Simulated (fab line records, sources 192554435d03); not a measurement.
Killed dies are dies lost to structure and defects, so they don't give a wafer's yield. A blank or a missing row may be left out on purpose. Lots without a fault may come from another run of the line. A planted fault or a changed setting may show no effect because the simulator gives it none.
Split-lot experiment | flow n5_finfet | 7 lots, 21 wafers read, on a route of 1938 steps

THE SPLIT
At N5_BEOL_M10_EXPOSE_08 (exposes mask M10), the setting dose_mj was moved away from the recipe's 53.75 on 8 of the 21 wafers read, by -4.2% to +5.7%. The other wafers ran this setting at the recipe's value.

FROM THE SPLIT TO THE READING: what the file shows between them, 15 steps
- N5_BEOL_M10_PEB_09: peb time 60 s
- N5_BEOL_M10_DEVELOP_10: develop time 30 s
- N5_BEOL_M10_CD_MEAS_11: target cd 64.1 nm
- N5_BEOL_M10_DESCUM_16: chemistry O2, time 7.9 s
- N5_BEOL_M10_ETCH_61: etches SiARC in CF4, target depth 39 nm, time 65 s
- N5_BEOL_M10_ETCH_62: etches SOC in N2/H2, target depth 110 nm, overetch 22 nm, time 165 s
- N5_BEOL_M10_STRIP_68: strips in N2/H2
- N5_BEOL_M10_STRIP_67: strips in CF4
- N5_BEOL_M10_HM_OPEN_17: chemistry Cl2/BCl3, target TiN, target depth 20 nm, overetch 6 nm
- N5_BEOL_M10_STRIP_19: strips in O2
- N5_BEOL_M10_CD_MEAS_18: pitch 140 nm, target cd 70 nm
- N5_BEOL_M10_COAT_63: time 60 s, resist thk 100 nm
- N5_BEOL_M10_COAT_64: time 60 s, resist thk 30 nm
- N5_BEOL_M10_PRECLEAN_42: cleans in residue remover, time 60 s
- N5_BEOL_M10_SRD_43: time 30 s

THE READING
cd_nm, in nm, at N5_BEOL_M10_CD_MEAS_35 (target cd 70 nm). Fault-free wafers of this fab line usually give 69.9 nm, standard deviation 0.6 nm.

wafer  | tool, chamber at the split | dose_mj as run | against the recipe | cd_nm, nm | against lot-mates on the recipe
L075.1 | arfi_scanner-02, 0         | 53.75          | recipe             | 68.9      | -
L075.3 | arfi_scanner-02, 0         | 53.75          | recipe             | 69.2      | -
L075.6 | arfi_scanner-02, 0         | 53.75          | recipe             | 69.9      | -
L077.1 | arfi_scanner-03, 0         | 51.48          | -4.2%              | 69.0      | -1.6
L077.2 | arfi_scanner-03, 0         | 51.48          | -4.2%              | 67.5      | -3.1
L077.5 | arfi_scanner-03, 0         | 53.75          | recipe             | 70.6      | -
L078.2 | arfi_scanner-01, 0         | 53.75          | recipe             | 71.6      | -
L078.3 | arfi_scanner-01, 0         | 53.75          | recipe             | 70.7      | -
L078.4 | arfi_scanner-01, 0         | 52.29          | -2.7%              | 69.0      | -2.2
L081.2 | arfi_scanner-01, 0         | 53.75          | recipe             | 69.8      | -
L081.3 | arfi_scanner-01, 0         | 54.76          | +1.9%              | 70.2      | +0.6
L081.5 | arfi_scanner-01, 0         | 53.75          | recipe             | 69.4      | -
L090.4 | arfi_scanner-01, 0         | 52.15          | -3.0%              | 68.0      | -0.7
L090.5 | arfi_scanner-01, 0         | 53.75          | recipe             | 68.7      | -
L090.6 | arfi_scanner-01, 0         | 52.15          | -3.0%              | 66.6      | -2.1
L091.2 | arfi_scanner-01, 0         | 53.75          | recipe             | 68.9      | -
L091.5 | arfi_scanner-01, 0         | 53.75          | recipe             | 69.8      | -
L091.6 | arfi_scanner-01, 0         | 53.75          | recipe             | 69.7      | -
L092.2 | arfi_scanner-01, 0         | 56.81          | +5.7%              | 73.0      | +2.7
L092.3 | arfi_scanner-01, 0         | 53.75          | recipe             | 70.3      | -
L092.6 | arfi_scanner-01, 0         | 56.81          | +5.7%              | 73.5      | +3.2

THE FIT
A straight line over all 21 wafers: cd_nm changes by +0.544 nm for each +1% of dose_mj; r = +0.85; the points scatter about the line by 0.87 nm.
The same after taking each lot's own level away (the mean of its wafers on the recipe; 21 wafers): +0.531 nm for each +1%; r = +0.94; scatter 0.48 nm.
On that fit, the largest move of dose_mj shifts the reading by 3 nm.
The lots' own levels span 68.70 to 71.15 nm, that is 4.1 times the standard deviation above.
So the lot-to-lot level changes the slope little: the two slopes agree.
Check: with one of the wafers moved furthest among these (+5.7%) left out of the fit, the line predicts +3.09 nm for it against its lot-mates. It came out at +2.7 nm against them.

OTHER SPLITS ON THESE WAFERS
These wafers also went through other splits before the reading. Each is held against what the fit with the lots' levels taken away leaves over:
other split on the same wafers | wafers away from the commonest value | r with cd_nm (lot level and that fit taken away)
N5_BEOL_M8_DEP_56 time_s       | 8                                    | -0.12
N5_BEOL_M9_EXPOSE_25 dose_mj   | 7                                    | +0.06
N5_BEOL_M9_ETCH_66 time_s      | 6                                    | -0.39
N5_BEOL_M10_COAT_59 spin_rpm   | 5                                    | +0.00

THE WHOLE CHAIN: every reading that the file lists as answering this split, in the file's order
step                   | what it does                                                         | reading                                                                | change (the file's fit)               | r (the file's)
N5_BEOL_M10_CD_MEAS_11 | target cd 64.1 nm                                                    | cd_nm                                                                  | +0.506 nm for each +1% of the setting | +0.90
N5_BEOL_M10_ETCH_61    | etches SiARC in CF4, target depth 39 nm, time 65 s                   | BEOL_M10.cd_offset_nm (the simulator's own value, which no gauge read) | +0.496 nm for each +1% of the setting | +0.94
N5_BEOL_M10_ETCH_62    | etches SOC in N2/H2, target depth 110 nm, overetch 22 nm, time 165 s | BEOL_M10.cd_offset_nm (the simulator's own value, which no gauge read) | +0.532 nm for each +1% of the setting | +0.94
N5_BEOL_M10_HM_OPEN_17 | chemistry Cl2/BCl3, target TiN, target depth 20 nm, overetch 6 nm    | BEOL_M10.cd_offset_nm (the simulator's own value, which no gauge read) | +0.535 nm for each +1% of the setting | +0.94
N5_BEOL_M10_CD_MEAS_18 | pitch 140 nm, target cd 70 nm                                        | cd_nm                                                                  | +0.521 nm for each +1% of the setting | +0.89
N5_BEOL_M10_CD_MEAS_35 | target cd 70 nm                                                      | cd_nm                                                                  | +0.541 nm for each +1% of the setting | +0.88

THE FILE'S OWN FIT
cd_nm changes by +0.541 nm for each +1% of dose_mj, r = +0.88.
